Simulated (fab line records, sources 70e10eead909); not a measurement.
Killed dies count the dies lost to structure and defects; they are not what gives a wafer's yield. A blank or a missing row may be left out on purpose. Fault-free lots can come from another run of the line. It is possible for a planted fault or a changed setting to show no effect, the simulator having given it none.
Chamber matching / flow nand-harc / NHARC_THIN_TSV_DEP_43 on pecvd-01 has 3 sister chambers
The step deposits SiO2, target thk 1328.5 nm. 3 wafers are shown with their chamber, then 8 later ones without.

WAFERS, EACH WITH ITS CHAMBER
wafer=L253.2; chamber=2; showerhead-vpp-V (V)=1807
wafer=L253.4; chamber=0; showerhead-vpp-V (V)=1859
wafer=L256.1; chamber=1; showerhead-vpp-V (V)=1919

WAFERS MISSING THEIR CHAMBER
wafer=L256.2; showerhead-vpp-V (V)=1801
wafer=L256.3; showerhead-vpp-V (V)=1880
wafer=L257.1; showerhead-vpp-V (V)=1928
wafer=L257.2; showerhead-vpp-V (V)=1891
wafer=L257.3; showerhead-vpp-V (V)=1824
wafer=L261.1; showerhead-vpp-V (V)=1846
wafer=L261.4; showerhead-vpp-V (V)=1846
wafer=L261.6; showerhead-vpp-V (V)=1881

EACH ONE'S CHAMBER
wafer=L256.2; from the rows above=2; in truth=2
wafer=L256.3; from the rows above=can't be placed: 0 or 1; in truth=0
wafer=L257.1; from the rows above=1; in truth=1
wafer=L257.2; from the rows above=can't be placed: 1 or 0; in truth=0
wafer=L257.3; from the rows above=can't be placed: 2 or 0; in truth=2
wafer=L261.1; from the rows above=can't be placed: 0 or 2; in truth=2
wafer=L261.4; from the rows above=can't be placed: 0 or 2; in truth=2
wafer=L261.6; from the rows above=can't be placed: 0 or 1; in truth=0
2 of 8 placed correctly. Cannot be placed on the basis of these rows: 6; the candidates contain the true chamber in 6. 0 placed wrongly.
How it was worked out, from the rows above alone: a wafer's distance from a chamber is the root of the sum, over the readings, of the square of ((its reading less the chamber's mean) divided by the reading's scatter). If the next closest chamber is less than 2 further off than the closest, the wafer can't be placed; otherwise it belongs to the closest. Each chamber's mean is taken over the wafers shown for it. The scatter (one wafer shown for each chamber): square how far every hidden wafer sits from the nearest shown wafer, average those squares and take the square root.
